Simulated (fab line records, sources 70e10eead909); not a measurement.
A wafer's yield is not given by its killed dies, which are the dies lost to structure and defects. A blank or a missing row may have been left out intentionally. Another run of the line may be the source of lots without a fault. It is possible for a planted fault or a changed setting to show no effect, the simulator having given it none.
fab line records    flow nand-harc
record: lots: 14  wafers: 38  last-day: 34
route steps=1302 shown P_CONTACT@218 END@1302
lots that met no fault: taken from a fault-free run of the same line
start-h: hours from the record's first day to the start of the lot's first wafer shown    wait-h: hours since the lot's step before    " identical to the entry in the row above    L1.1+2: a single row standing in for several wafers    - value missing, or start not given    * or withheld: withheld    < > ~ a bound
route shown NAME@n: names a module that has steps shown in the file, with the first one's number in the route    usual: mean/standard deviation taken from wafers without a fault    same: alike in all rows    chamber/n: place in a boat    sites: per-site readings    _std_site: how widely they spread, as a standard deviation    _edge_site: outer sites' mean less inner sites'    radius-mm: how far each site lies from the wafer's centre    mask NAME#n: copy n    behind: the tool/chamber that last shaped the wafer    hold: why the lot was held/for how many hours/how that ended    device: the transistor (n, p or np) that didn't switch    end of line: at the end of the route, the tests of the same wafers    step lacking rows: just its recipe    killed: at the first sort, the dies lost to defects and structure; wafer yield is something else    map: shows each die of a wafer: x if killed, . if not, _ if none is there
set.NAME: the setting that was run; set.NAME@STEP: the one run at that earlier step    model.NAME: the simulator's own value behind a step, which no gauge read
the route's steps for a sample of lots (tables are steps, rows are wafers)
services: a tool's chamber out of use, with start hour (start-h, from the record's first day; less than 0 if before it), hours out, and reason
== steps ==
step: NHARC_P_CONTACT_DEP_00
recipe: target-thk-a: 5000  temp-c: 400  pressure-torr: 6.5  rf-w: 900  teos-flow-sccm: 161.4  flow-sccm: 2650  target-thk-nm: 500  gas: O2  material: SiO2
usual: heater-power-w: 533/100  throttle-valve-pct: 15.8/0.45
lot.wafer  tool      chamber  start-h  wait-h  heater-power-w  throttle-valve-pct
L108.2     pecvd-02  0        -        -       517             14.7
L108.4     "         0        "        "       529             15.1
L108.5     "         1        "        "       641             15.9
L110.2     pecvd-03  2        -        -       630             16.4
L110.1     "         1        "        "       470             15.6
L110.6     "         1        "        "       344             15.7
L111.1     pecvd-03  2        -        -       646             16.4
L111.4     "         2        "        "       668             16.1
L111.6     "         1        "        "       462             15.5
L113.4     pecvd-03  1        -        -       436             15.8
L113.5     "         2        "        "       557             16.4
L113.6     "         0        "        "       526             15.8
L114.2     pecvd-01  0        -        -       665             15.9
L114.5     "         2        "        "       542             15.2
L114.4     "         0        "        "       689             15.9
L116.3     pecvd-01  1        -        -       415             15.9
L116.1     "         2        "        "       527             15.2
L116.4     "         1        "        "       432             15.9
L118.3     pecvd-01  1        -        -       409             15.7
L119.6     pecvd-01  2        -        -       590             15.3
L125.3     pecvd-03  0        -        -       542             15.7
L125.1     "         1        "        "       399             15.7
L125.5     "         1        "        "       423             16.2
L127.2     pecvd-01  1        -        -       376             16.0
L127.4     "         1        "        "       411             15.8
L127.5     "         0        "        "       644             16.1
L128.2     pecvd-02  1        -        -       454             15.5
L128.5     "         2        "        "       540             16.3
L128.4     "         1        "        "       500             16.0
L129.6     pecvd-03  1        -        -       422             16.1
L129.5     "         2        "        "       647             16.5
L129.4     "         0        "        "       526             15.5
L130.2     pecvd-03  1        -        -       346             16.2
L130.5     "         2        "        "       523             16.6
L130.4     "         0        "        "       553             15.7
L131.1     pecvd-02  1        -        -       568             15.9
L131.2     "         2        "        "       556             16.6
L131.5     "         2        "        "       562             16.2
step: NHARC_P_CONTACT_ETCH_35
recipe: target-depth-a: 390  over-etch-frac: 0.3  time-s: 65  ion-energy-ev: 80  cf4-flow-sccm: 150  ar-flow-sccm: 0  rf-w: 300  bias-w: 100  chemistry: CF4
usual: cf4-flow-sccm: 150.0/0.44  drypump-motor-current-A: 5.6/0.47  oes-product-au: 0.999/0.01  rf-vpp-V: 151.0/1  showerhead-plenum-p-Torr: 1.75/0.054  throttle-valve-pct: 13.283/0.0086
lot.wafer  tool         chamber  start-h  wait-h  cf4-flow-sccm  drypump-motor-current-A  oes-product-au  rf-hours-counter-h  rf-vpp-V  showerhead-plenum-p-Torr  throttle-valve-pct
L108.2     rie-diel-08  1        117.64   0.1     149.8          5.7                      1.008           2.5                 152.1     1.77                      13.283
L108.4     "            2        "        "       149.9          5.1                      1.004           2.4                 148.6     1.68                      13.281
L108.5     "            2        "        "       149.9          5.1                      1.019           -                   149.1     1.68                      13.275
L110.1     rie-diel-08  0        138.68   0.1     149.8          5.7                      0.995           3.4                 151.5     1.83                      13.292
L110.2     "            2        "        "       149.8          5.1                      0.994           3.2                 150.3     1.68                      13.282
L110.6     "            3        "        "       150.2          6.2                      0.982           -                   151.8     1.78                      13.301
L111.4     rie-diel-11  0        150.19   0.1     149.8          5.5                      1.010           1.0                 150.3     1.71                      13.293
L111.1     "            1        "        "       150.4          6.4                      1.001           1.0                 154.1     1.87                      13.270
L111.6     "            3        "        "       149.7          6.0                      0.996           -                   149.8     1.71                      13.280
L113.4     rie-diel-11  0        165.55   0.1     149.5          5.5                      1.012           1.4                 151.5     1.71                      13.274
L113.6     "            0        "        "       149.9          5.4                      1.024           -                   151.3     1.71                      13.276
L113.5     "            1        "        "       150.0          6.4                      1.015           -                   154.1     1.87                      13.284
L114.4     rie-diel-08  3        180.67   0.1     149.8          6.2                      0.991           4.3                 150.0     1.78                      13.285
L114.2     "            0        "        "       150.5          5.7                      1.009           4.4                 153.0     1.83                      13.275
L114.5     "            3        "        "       149.5          6.2                      0.984           -                   151.1     1.78                      13.279
L116.1     rie-diel-06  0        199.69   0.1     150.8          4.7                      0.985           3.7                 150.6     1.72                      13.275
L116.3     "            2        "        "       150.3          5.5                      1.015           3.1                 151.2     1.70                      13.287
L116.4     "            3        "        "       149.5          6.1                      0.985           3.5                 150.6     1.74                      13.277
L118.3     rie-diel-06  1        220.18   0.1     150.3          5.7                      0.997           4.7                 149.5     1.69                      13.273
L119.6     rie-diel-06  1        224.92   0.1     150.2          5.8                      0.999           -                   150.4     1.69                      13.277
L125.3     rie-diel-08  1        291.56   0.1     150.3          5.6                      1.002           2.0                 152.0     1.77                      13.298
L125.1     "            0        "        "       149.0          5.7                      0.998           1.6                 152.1     1.83                      13.295
L125.5     "            1        "        "       149.8          5.7                      0.999           -                   150.6     1.77                      13.281
L127.4     rie-diel-06  2        306.58   0.1     150.0          5.5                      1.009           8.4                 150.3     1.70                      13.272
L127.2     "            3        "        "       150.0          6.1                      0.980           8.5                 150.1     1.74                      13.279
L127.5     "            3        "        "       149.7          6.1                      0.980           -                   150.3     1.74                      13.292
L128.2     rie-diel-08  3        323.05   0.1     149.8          6.1                      0.997           2.7                 151.9     1.78                      13.285
L128.4     "            0        "        "       149.6          5.7                      1.005           -                   151.5     1.83                      13.296
L128.5     "            3        "        "       150.0          6.1                      1.001           -                   151.7     1.78                      13.283
L129.4     rie-diel-06  3        325.97   0.1     149.7          6.1                      1.005           0.8                 151.2     1.74                      13.298
L129.6     "            2        "        "       149.9          5.5                      1.003           -                   150.7     1.70                      13.280
L129.5     "            3        "        "       150.1          6.1                      1.001           -                   149.6     1.74                      13.286
L130.2     rie-diel-08  0        336.45   0.1     150.5          5.7                      0.998           3.2                 151.6     1.83                      13.277
L130.4     "            2        "        "       150.3          5.1                      1.003           3.3                 152.0     1.67                      13.270
L130.5     "            0        "        "       150.0          5.7                      1.006           -                   151.1     1.83                      13.273
L131.2     rie-diel-06  2        348.98   0.1     149.9          5.5                      1.021           2.1                 150.5     1.70                      13.289
L131.1     "            3        "        "       149.8          6.1                      1.000           2.1                 150.8     1.74                      13.266
L131.5     "            3        "        "       149.2          6.1                      0.995           -                   151.8     1.74                      13.277
step: NHARC_P_CONTACT_ALD_22
recipe: target-thk-a: 30  pulse-time-s: 1  ald-cycles: 150  temp-c: 450  material: TiN
usual: heater-power-w: 1056/94  precursor-pulse-height-rel: 1.000/0.019
lot.wafer  tool          chamber  start-h  wait-h  heater-power-w  precursor-pulse-height-rel
L108.4     ald-metal-02  3        119.40   -       1181            0.993
L108.2     "             0        "        "       1176            1.004
L108.5     "             2        "        "       1138            1.015
L110.2     ald-metal-03  1        140.42   -       1063            0.980
L110.1     "             3        "        "       1001            0.993
L110.6     "             2        "        "       973             0.972
L111.1     ald-metal-03  2        151.92   -       983             1.014
L111.4     "             1        "        "       1055            1.003
L111.6     "             2        "        "       990             1.024
L113.4     ald-metal-01  1        167.32   -       1076            1.009
L113.6     "             0        "        "       1049            0.966
L113.5     "             1        "        "       1075            0.946
L114.2     ald-metal-01  2        182.40   -       935             1.015
L114.4     "             3        "        "       1099            1.029
L114.5     "             3        "        "       1082            1.016
L116.3     ald-metal-02  1        201.43   -       1106            1.012
L116.1     "             2        "        "       1091            1.016
L116.4     "             0        "        "       1166            1.006
L118.3     ald-metal-02  3        221.97   -       1195            1.026
L119.6     ald-metal-03  0        226.76   -       880             0.996
L125.1     ald-metal-02  1        293.32   -       1099            1.020
L125.3     "             2        "        "       1108            1.006
L125.5     "             1        "        "       1074            1.020
L127.4     ald-metal-01  0        308.35   -       1105            0.981
L127.2     "             2        "        "       950             0.992
L127.5     "             3        "        "       1092            0.991
L128.2     ald-metal-03  2        324.94   -       1018            0.989
L128.4     "             3        "        "       1060            0.990
L128.5     "             1        "        "       1025            1.035
L129.4     ald-metal-03  3        327.70   -       1070            0.983
L129.6     "             3        "        "       1017            1.018
L129.5     "             0        "        "       857             0.987
L130.4     ald-metal-01  2        338.23   -       939             1.007
L130.2     "             3        "        "       1113            0.989
L130.5     "             0        "        "       1126            1.041
L131.2     ald-metal-02  2        350.73   -       1117            1.000
L131.1     "             3        "        "       1216            0.995
L131.5     "             2        "        "       1112            1.011
step: NHARC_P_CONTACT_CVD_23
recipe: target-thk-a: 2000  temp-c: 300  pressure-torr: 40  wf6-flow-sccm: 40  h2-flow-sccm: 1600  ar-flow-sccm: 1560  time-s: 557  material: W
usual: heater-power-w: 509/44  mfc-h2-sccm: 1601/4.7  throttle-valve-pct: 7.86/0.24
lot.wafer  tool      chamber  start-h  wait-h  heater-power-w  mfc-h2-sccm  throttle-valve-pct
L108.2     cvd-w-01  0        -        -       510             1605         7.69
L108.4     "         0        "        "       537             1594         7.79
L108.5     "         1        "        "       476             1603         7.98
L110.2     cvd-w-01  1        -        -       467             1607         8.15
L110.1     "         0        "        "       518             1602         7.69
L110.6     "         0        "        "       525             1600         7.72
L111.1     cvd-w-01  1        -        -       470             1601         8.03
L111.4     "         1        "        "       490             1597         7.96
L111.6     "         1        "        "       477             1597         8.33
L113.4     cvd-w-01  0        -        -       539             1605         7.64
L113.6     "         1        "        "       474             1599         8.12
L113.5     "         0        "        "       507             1602         7.78
L114.2     cvd-w-02  0        -        -       495             1606         7.97
L114.4     "         1        "        "       575             1596         7.72
L114.5     "         0        "        "       488             1599         7.74
L116.1     cvd-w-02  0        -        -       487             1596         7.98
L116.3     "         0        "        "       489             1594         7.94
L116.4     "         1        "        "       563             1597         7.76
L118.3     cvd-w-02  0        -        -       499             1604         8.01
L119.6     cvd-w-01  0        -        -       538             1609         7.49
L125.1     cvd-w-02  1        -        -       578             1604         7.36
L125.3     "         0        "        "       446             1603         7.87
L125.5     "         0        "        "       439             1604         8.04
L127.2     cvd-w-01  0        -        -       550             1608         7.35
L127.4     "         0        "        "       556             1605         7.56
L127.5     "         0        "        "       545             1607         7.70
L128.2     cvd-w-02  1        -        -       562             1601         7.76
L128.4     "         0        "        "       451             1591         7.98
L128.5     "         1        "        "       569             1604         7.59
L129.4     cvd-w-02  0        -        -       456             1599         7.82
L129.5     "         1        "        "       561             1609         7.95
L129.6     "         0        "        "       455             1606         8.27
L130.2     cvd-w-01  1        -        -       466             1600         8.13
L130.4     "         0        "        "       547             1597         7.56
L130.5     "         0        "        "       540             1599         7.67
L131.2     cvd-w-02  0        -        -       453             1598         8.05
L131.1     "         1        "        "       557             1596         7.51
L131.5     "         1        "        "       565             1612         7.62
step: NHARC_END_SORT_01
recipe: temp-c: 25
usual: killed-at-array: 51/17  killed-at-other: 1.0/1.2  killed-at-periphery: 3.4/2.5  killed-dies: 56/17  killed-open: 3.3/2.1  killed-short: 2.6/1.6
same: gross-dies: 677
lot.wafer  tool       chamber  start-h  wait-h  killed-at-array  killed-at-other  killed-at-periphery  killed-dies  killed-open  killed-short
L108.2     prober-02  0        568.98   2.8     33               0                1                    34           3            3
L108.4     prober-02  0        570.60   3.4     22               2                1                    25           2            4
L108.5     prober-02  0        571.42   3.8     24               0                1                    25           5            2
L111.1     prober-01  0        591.00   2.5     43               0                2                    45           5            4
L111.4     prober-01  0        593.39   3.4     45               0                4                    49           6            1
L111.6     prober-01  0        594.98   4.0     62               0                2                    64           6            2
L113.4     prober-02  0        593.39   3.4     45               0                10                   55           5            6
L113.5     prober-02  0        594.18   3.7     39               0                6                    45           2            2
L113.6     prober-02  0        594.98   4.0     23               2                7                    32           4            0
L110.1     prober-01  0        598.86   2.6     43               0                6                    49           5            1
L110.2     prober-01  0        599.66   2.9     41               4                4                    49           4            1
L110.6     prober-01  0        602.85   4.0     44               1                3                    48           1            2
L114.2     prober-01  0        625.76   2.8     33               0                1                    34           4            1
L114.4     prober-01  0        627.34   3.4     35               0                4                    39           3            4
L114.5     prober-01  0        628.13   3.7     33               0                3                    36           2            3
L116.1     prober-01  0        633.95   2.5     75               1                3                    79           3            2
L116.3     prober-01  0        635.56   3.1     56               0                5                    61           5            2
L116.4     prober-01  0        636.37   3.4     82               2                4                    88           3            5
L119.6     prober-02  0        681.81   4.0     20               4                97                   121          1            3
L118.3     prober-01  0        698.32   3.1     28               0                105                  133          2            2
L125.1     prober-02  0        737.58   2.6     70               2                2                    74           2            2
L125.3     prober-02  0        739.16   3.1     74               1                0                    75           1            3
L125.5     prober-02  0        740.74   3.7     56               2                3                    61           6            1
L127.2     prober-01  0        762.22   2.8     52               1                1                    54           3            2
L127.4     prober-01  0        763.82   3.4     24               1                4                    29           2            1
L127.5     prober-01  0        764.62   3.7     48               0                4                    52           2            1
L128.2     prober-01  0        770.02   2.8     40               2                4                    46           4            1
L128.4     prober-01  0        771.62   3.4     31               1                4                    36           1            3
L128.5     prober-01  0        772.43   3.7     39               0                2                    41           0            2
L130.2     prober-02  0        773.09   2.8     35               0                2                    37           7            4
L130.4     prober-02  0        774.68   3.4     34               1                5                    40           6            3
L130.5     prober-02  0        775.48   3.7     42               0                3                    45           2            4
L129.4     prober-01  0        779.38   3.4     61               3                3                    67           4            3
L129.5     prober-01  0        780.17   3.7     56               2                3                    61           5            1
L129.6     prober-01  0        780.97   4.0     54               3                3                    60           3            0
L131.1     prober-01  0        811.25   2.5     76               1                5                    82           5            2
L131.2     prober-01  0        812.04   2.8     74               0                5                    79           1            3
L131.5     prober-01  0        814.41   3.7     60               1                3                    64           3            3
killed by level:class
L108.2 A_CHANNEL_HOLE_D2:chamber-film-flake=15 A_CHANNEL_HOLE_D1:chamber-film-flake=5 A_WL_FILL:chamber-film-flake=3 A_ONON_D1:geometric-particle:open=2 A_STAIRCASE:chamber-film-flake=2 P_GATE:geometric-particle:short=1 A_CHANNEL_FILL_D1:geometric-particle:short=1 A_ONON_D2:geometric-particle:open=1
L108.4 A_CHANNEL_HOLE_D2:chamber-film-flake=12 A_WL_FILL:chamber-film-flake=2 A_ONON_D1:geometric-particle:short=1 A_CHANNEL_FILL_D1:geometric-particle:short=1 A_DECK1_JOINT:geometric-particle:short=1 A_ONON_D2:geometric-particle:open=1 A_CONTACT:geometric-particle:short=1 P_ZERO_WELL:chamber-film-flake=1
L108.5 A_CHANNEL_HOLE_D2:chamber-film-flake=12 A_WL_FILL:chamber-film-flake=3 A_CHANNEL_HOLE_D1:chamber-film-flake=2 P_GATE:geometric-particle:open=1 A_ONON_D1:geometric-particle:short=1 A_CHANNEL_FILL_D1:geometric-particle:open=1 A_ONON_D2:geometric-particle:open=1 A_CHANNEL_FILL_D2:geometric-particle:short=1
L111.1 A_CHANNEL_HOLE_D2:chamber-film-flake=15 A_CONTACT:chamber-film-flake=8 A_CHANNEL_HOLE_D1:chamber-film-flake=6 A_WL_FILL:chamber-film-flake=3 A_ONON_D1:geometric-particle:open=2 P_M2:geometric-particle:open=1 A_ONON_D1:geometric-particle:short=1 A_CHANNEL_HOLE_D1:geometric-particle:short=1
L111.4 A_CHANNEL_HOLE_D2:chamber-film-flake=15 A_CONTACT:chamber-film-flake=10 A_STAIRCASE:chamber-film-flake=6 A_CHANNEL_HOLE_D1:chamber-film-flake=3 P_ZERO_WELL:chamber-film-flake=2 A_BONDPAD:chamber-film-flake=2 A_CHANNEL_FILL_D1:chamber-film-flake=2 P_GATE:geometric-particle:open=1
L113.4 A_CHANNEL_HOLE_D2:chamber-film-flake=30 P_M1:chamber-film-flake=3 A_STAIRCASE:chamber-film-flake=3 P_M0:geometric-particle:open=2 P_GATE:chamber-film-flake=2 A_CHANNEL_HOLE_D1:chamber-film-flake=2 A_DECK1_JOINT:chamber-film-flake=2 P_GATE:geometric-particle:short=1
L113.5 A_CHANNEL_HOLE_D2:chamber-film-flake=27 P_M1:chamber-film-flake=4 A_CHANNEL_HOLE_D1:chamber-film-flake=3 A_CHANNEL_FILL_D2:chamber-film-flake=2 P_GATE:geometric-particle:short=1 A_ONON_D1:geometric-particle:open=1 A_CHANNEL_HOLE_D1:geometric-particle:open=1 A_ONON_D2:geometric-particle:short=1
L113.6 A_CHANNEL_HOLE_D2:chamber-film-flake=8 A_CHANNEL_HOLE_D1:chamber-film-flake=4 A_CHANNEL_FILL_D2:chamber-film-flake=3 P_ZERO_WELL:chamber-film-flake=2 P_M1:chamber-film-flake=2 A_CONTACT:chamber-film-flake=2 THIN_TSV:chamber-film-flake=2 P_GATE:geometric-particle:open=1
L111.6 A_CHANNEL_HOLE_D2:chamber-film-flake=35 A_STAIRCASE:chamber-film-flake=7 A_CONTACT:chamber-film-flake=4 A_WL_FILL:chamber-film-flake=3 A_SGD_CUT:chamber-film-flake=2 P_CONTACT:geometric-particle:open=1 A_SOURCE_PLATE:geometric-particle:open=1 A_CHANNEL_FILL_D1:geometric-particle:short=1
L110.1 A_SLIT:chamber-film-flake=20 A_STAIRCASE:chamber-film-flake=7 A_CHANNEL_HOLE_D2:chamber-film-flake=4 A_CONTACT:chamber-film-flake=4 P_M0:geometric-particle:open=2 P_CONTACT:chamber-film-flake=2 A_ZERO_WELL:chamber-film-flake=2 A_WL_FILL:chamber-film-flake=2
L110.2 A_SLIT:chamber-film-flake=20 A_STAIRCASE:chamber-film-flake=7 A_CHANNEL_HOLE_D2:chamber-film-flake=5 THIN_TSV:chamber-film-flake=4 P_CONTACT:chamber-film-flake=3 A_CONTACT:chamber-film-flake=3 P_M1:geometric-particle:open=1 A_ONON_D1:geometric-particle:short=1
L110.6 A_SLIT:chamber-film-flake=22 A_STAIRCASE:chamber-film-flake=10 A_CHANNEL_HOLE_D2:chamber-film-flake=5 A_CONTACT:chamber-film-flake=3 A_CHANNEL_FILL_D1:chamber-film-flake=2 P_GATE:geometric-particle:short=1 P_CONTACT:geometric-particle:short=1 A_CHANNEL_HOLE_D1:geometric-particle:open=1
L114.2 A_STAIRCASE:chamber-film-flake=10 A_CHANNEL_HOLE_D2:chamber-film-flake=8 A_CHANNEL_HOLE_D1:chamber-film-flake=5 A_SOURCE_PLATE:geometric-particle:open=1 A_WL_FILL:geometric-particle:open=1 A_WL_FILL:geometric-particle:short=1 A_BLC:geometric-particle:open=1 A_M0:geometric-particle:open=1
L114.4 A_CHANNEL_HOLE_D2:chamber-film-flake=9 A_STAIRCASE:chamber-film-flake=7 A_CHANNEL_HOLE_D1:chamber-film-flake=5 P_GATE:chamber-film-flake=4 A_SLIT:chamber-film-flake=4 A_ONON_D1:geometric-particle:open=2 A_ZERO_WELL:chamber-film-flake=2 A_SOURCE_PLATE:geometric-particle:short=1
L114.5 A_CHANNEL_HOLE_D2:chamber-film-flake=12 A_STAIRCASE:chamber-film-flake=7 A_CHANNEL_HOLE_D1:chamber-film-flake=5 P_GATE:chamber-film-flake=2 A_ZERO_WELL:chamber-film-flake=2 A_ONON_D1:geometric-particle:open=1 A_ONON_D1:geometric-particle:short=1 A_CHANNEL_HOLE_D1:geometric-particle:short=1
L116.1 A_CHANNEL_HOLE_D2:chamber-film-flake=32 A_SLIT:chamber-film-flake=21 A_CHANNEL_HOLE_D1:chamber-film-flake=11 A_STAIRCASE:chamber-film-flake=3 P_CONTACT:chamber-film-flake=2 A_CONTACT:chamber-film-flake=2 P_M0:geometric-particle:open=1 A_ONON_D1:geometric-particle:open=1
L116.3 A_SLIT:chamber-film-flake=27 A_CHANNEL_HOLE_D2:chamber-film-flake=9 A_CHANNEL_HOLE_D1:chamber-film-flake=8 A_WL_FILL:chamber-film-flake=4 A_ONON_D2:geometric-particle:open=2 P_CONTACT:chamber-film-flake=2 A_CHANNEL_FILL_D1:geometric-particle:short=1 A_ONON_D2:geometric-particle:short=1
L116.4 A_CHANNEL_HOLE_D1:chamber-film-flake=29 A_CHANNEL_HOLE_D2:chamber-film-flake=23 A_SLIT:chamber-film-flake=18 A_WL_FILL:chamber-film-flake=3 P_CONTACT:geometric-particle:short=2 A_STAIRCASE:chamber-film-flake=2 P_CONTACT:geometric-particle:open=1 A_CHANNEL_HOLE_D1:geometric-particle:short=1
L119.6 P_CONTACT:unspecified=95 A_CHANNEL_HOLE_D1:chamber-film-flake=4 THIN_TSV:chamber-film-flake=4 A_ONON_D1:geometric-particle:short=2 A_STAIRCASE:chamber-film-flake=2 A_WL_FILL:chamber-film-flake=2 A_CONTACT:chamber-film-flake=2 A_M0:chamber-film-flake=2
L118.3 P_CONTACT:unspecified=101 A_CHANNEL_HOLE_D1:chamber-film-flake=9 A_CHANNEL_HOLE_D2:chamber-film-flake=5 A_CONTACT:chamber-film-flake=4 A_SLIT:chamber-film-flake=3 P_M0:chamber-film-flake=2 A_CHANNEL_HOLE_D2:unspecified=2 P_STI:geometric-particle:open=1
L125.1 A_CHANNEL_HOLE_D1:chamber-film-flake=30 A_CHANNEL_HOLE_D2:chamber-film-flake=22 A_CONTACT:chamber-film-flake=9 P_ZERO_WELL:chamber-film-flake=2 A_SLIT:chamber-film-flake=2 A_CHANNEL_HOLE_D1:geometric-particle:open=1 A_CHANNEL_FILL_D1:geometric-particle:short=1 A_DECK1_JOINT:geometric-particle:short=1
L125.3 A_CHANNEL_HOLE_D1:chamber-film-flake=30 A_CHANNEL_HOLE_D2:chamber-film-flake=20 A_CONTACT:chamber-film-flake=11 A_SLIT:chamber-film-flake=5 A_WL_FILL:chamber-film-flake=3 A_ONON_D2:geometric-particle:short=1 A_ONON_D2:geometric-particle:open=1 A_SGD_CUT:geometric-particle:short=1
L125.5 A_CHANNEL_HOLE_D2:chamber-film-flake=25 A_CHANNEL_HOLE_D1:chamber-film-flake=16 A_CONTACT:chamber-film-flake=8 THIN_TSV:chamber-film-flake=2 P_GATE:geometric-particle:open=1 P_CONTACT:geometric-particle:open=1 P_M2:geometric-particle:open=1 A_CHANNEL_HOLE_D1:geometric-particle:open=1
L127.2 A_CHANNEL_HOLE_D1:chamber-film-flake=33 A_SLIT:chamber-film-flake=6 A_STAIRCASE:chamber-film-flake=4 A_CONTACT:chamber-film-flake=4 A_CHANNEL_HOLE_D1:geometric-particle:short=1 A_CHANNEL_FILL_D2:geometric-particle:open=1 A_WL_FILL:geometric-particle:short=1 A_M0:geometric-particle:open=1
L127.4 A_CONTACT:chamber-film-flake=8 A_CHANNEL_HOLE_D1:chamber-film-flake=7 A_STAIRCASE:chamber-film-flake=3 A_SLIT:chamber-film-flake=2 A_WL_FILL:chamber-film-flake=2 P_M1:geometric-particle:open=1 A_CHANNEL_FILL_D1:geometric-particle:short=1 A_M0:geometric-particle:open=1
L127.5 A_CHANNEL_HOLE_D1:chamber-film-flake=29 A_CONTACT:chamber-film-flake=9 P_ZERO_WELL:chamber-film-flake=3 A_STAIRCASE:chamber-film-flake=3 A_CHANNEL_HOLE_D2:chamber-film-flake=2 A_STAIRCASE:geometric-particle:open=1 A_SGD_CUT:geometric-particle:short=1 A_M1:geometric-particle:open=1
L128.2 A_CHANNEL_HOLE_D1:chamber-film-flake=14 A_SLIT:chamber-film-flake=9 A_CONTACT:chamber-film-flake=4 A_BONDPAD:chamber-film-flake=3 A_CHANNEL_HOLE_D2:chamber-film-flake=2 A_STAIRCASE:chamber-film-flake=2 A_WL_FILL:chamber-film-flake=2 THIN_TSV:chamber-film-flake=2
L128.4 A_CHANNEL_HOLE_D1:chamber-film-flake=12 A_BONDPAD:chamber-film-flake=7 A_SLIT:chamber-film-flake=4 A_CONTACT:chamber-film-flake=3 A_STAIRCASE:chamber-film-flake=3 P_M2:chamber-film-flake=2 P_STI:geometric-particle:open=1 A_ONON_D1:geometric-particle:short=1
L128.5 A_CHANNEL_HOLE_D1:chamber-film-flake=11 A_SLIT:chamber-film-flake=8 A_BONDPAD:chamber-film-flake=7 A_CONTACT:chamber-film-flake=6 A_STAIRCASE:chamber-film-flake=4 A_ONON_D2:geometric-particle:short=1 A_SGD_CUT:geometric-particle:short=1 P_ZERO_WELL:chamber-film-flake=1
L130.2 A_CHANNEL_HOLE_D1:chamber-film-flake=9 A_CONTACT:chamber-film-flake=9 A_SLIT:chamber-film-flake=4 A_ONON_D2:geometric-particle:open=2 A_DECK1_JOINT:chamber-film-flake=2 P_GATE:geometric-particle:open=1 P_CONTACT:geometric-particle:open=1 A_ONON_D1:geometric-particle:short=1
L130.4 A_CHANNEL_HOLE_D1:chamber-film-flake=11 A_CONTACT:chamber-film-flake=6 A_CHANNEL_HOLE_D2:chamber-film-flake=3 A_CHANNEL_FILL_D2:chamber-film-flake=3 A_SLIT:chamber-film-flake=3 P_GATE:chamber-film-flake=2 A_DECK1_JOINT:chamber-film-flake=2 P_CONTACT:geometric-particle:short=1
L130.5 A_CHANNEL_HOLE_D1:chamber-film-flake=18 A_CONTACT:chamber-film-flake=12 A_SLIT:chamber-film-flake=3 P_M0:geometric-particle:short=1 A_CHANNEL_HOLE_D1:geometric-particle:short=1 A_DECK1_JOINT:geometric-particle:open=1 A_SGD_CUT:geometric-particle:short=1 A_M0:geometric-particle:open=1
L129.4 A_CHANNEL_HOLE_D2:chamber-film-flake=25 A_CHANNEL_HOLE_D1:chamber-film-flake=12 A_STAIRCASE:chamber-film-flake=6 A_SLIT:chamber-film-flake=3 THIN_TSV:chamber-film-flake=3 A_WL_FILL:geometric-particle:short=2 A_SGD_CUT:chamber-film-flake=2 P_CONTACT:chamber-film-flake=2
L129.5 A_CHANNEL_HOLE_D2:chamber-film-flake=24 A_CHANNEL_HOLE_D1:chamber-film-flake=13 A_STAIRCASE:chamber-film-flake=6 A_BONDPAD:chamber-film-flake=4 THIN_TSV:chamber-film-flake=2 A_SGD_CUT:chamber-film-flake=2 A_CONTACT:chamber-film-flake=2 P_GATE:geometric-particle:open=1
L129.6 A_CHANNEL_HOLE_D2:chamber-film-flake=21 A_CHANNEL_HOLE_D1:chamber-film-flake=14 A_SLIT:chamber-film-flake=4 A_STAIRCASE:chamber-film-flake=4 A_DECK1_JOINT:chamber-film-flake=3 A_CONTACT:chamber-film-flake=3 THIN_TSV:chamber-film-flake=3 A_SGD_CUT:chamber-film-flake=2
L131.1 A_SLIT:chamber-film-flake=36 A_CONTACT:chamber-film-flake=13 A_CHANNEL_HOLE_D1:chamber-film-flake=9 A_STAIRCASE:chamber-film-flake=5 A_ZERO_WELL:chamber-film-flake=3 A_DECK1_JOINT:chamber-film-flake=3 A_CHANNEL_HOLE_D2:chamber-film-flake=3 P_CONTACT:geometric-particle:open=1
L131.2 A_SLIT:chamber-film-flake=37 A_STAIRCASE:chamber-film-flake=14 A_CHANNEL_HOLE_D1:chamber-film-flake=10 A_CONTACT:chamber-film-flake=7 P_GATE:chamber-film-flake=2 P_M0:geometric-particle:open=1 A_CHANNEL_HOLE_D1:geometric-particle:short=1 A_CONTACT:geometric-particle:short=1
L131.5 A_SLIT:chamber-film-flake=23 A_STAIRCASE:chamber-film-flake=12 A_CHANNEL_HOLE_D1:chamber-film-flake=9 A_CONTACT:chamber-film-flake=9 A_ONON_D1:geometric-particle:short=2 P_M1:geometric-particle:open=1 P_M2:geometric-particle:open=1 A_CONTACT:geometric-particle:open=1
== services ==
tool          chamber  start-h  hours  kind
pecvd-03      -        93.88    4.3    repair
rie-diel-06   3        103.68   9.7    repair
ald-metal-03  2        106.27   14.3   repair
ald-metal-03  1        109.90   2.8    repair
ald-metal-02  -        110.31   1.0    repair
pecvd-01      0        112.95   4.9    repair
rie-diel-06   -        130.20   9.0    pm
rie-diel-08   2        159.74   2.6    repair
ald-metal-01  -        161.84   0.7    repair
ald-metal-01  -        170.00   10.0   pm
cvd-w-01      -        185.00   13.0   pm
pecvd-03      -        185.00   13.0   pm
rie-diel-08   -        190.80   9.0    pm
rie-diel-08   0        201.51   2.6    repair
ald-metal-03  -        212.00   10.0   pm
rie-diel-08   -        232.65   0.6    repair
rie-diel-06   2        242.02   2.1    repair
ald-metal-02  -        254.00   10.0   pm
cvd-w-02      -        269.05   13.0   pm
rie-diel-06   1        270.61   8.8    repair
ald-metal-01  -        278.26   3.4    repair
rie-diel-08   2        322.81   4.4    repair
ald-metal-03  -        345.74   1.1    repair
ald-metal-01  -        348.00   10.0   pm
== key ==
first-sign: step: NHARC_END_SORT_01  reading: killed-at-periphery  direction: up  sigmas: 38  usual: 3.4  struck: 101
effect: step: NHARC_END_SORT_01  reading: killed-dies  direction: up  sigmas: 4.1  usual: 56  struck: 127
more-kills-born-at: NHARC_P_CONTACT_ETCH_35@rie-diel-06: 196
met-at NHARC_P_CONTACT_ETCH_35
struck-lots L118,L119
struck-wafers L118.3,L119.6
tester-left-out L118,L119
not-acting-at NHARC_P_CONTACT_DEP_00,NHARC_P_CONTACT_ALD_22,NHARC_P_CONTACT_CVD_23
fault: kind: chamber-particle-source  tool: rie-diel-06  chamber: 1  onset-h: 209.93  steps: NHARC_P_CONTACT_ETCH_35  rate-per-visit-cm2: 1.7754  end-h: 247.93
tester-left-out: of these lots the tester's yield and bins aren't shown, on N5 and GAA mostly nor the transistor test; their killed dies are dies lost to structure and defects alone, not to doping, threshold or leakage, so they don't give the yield
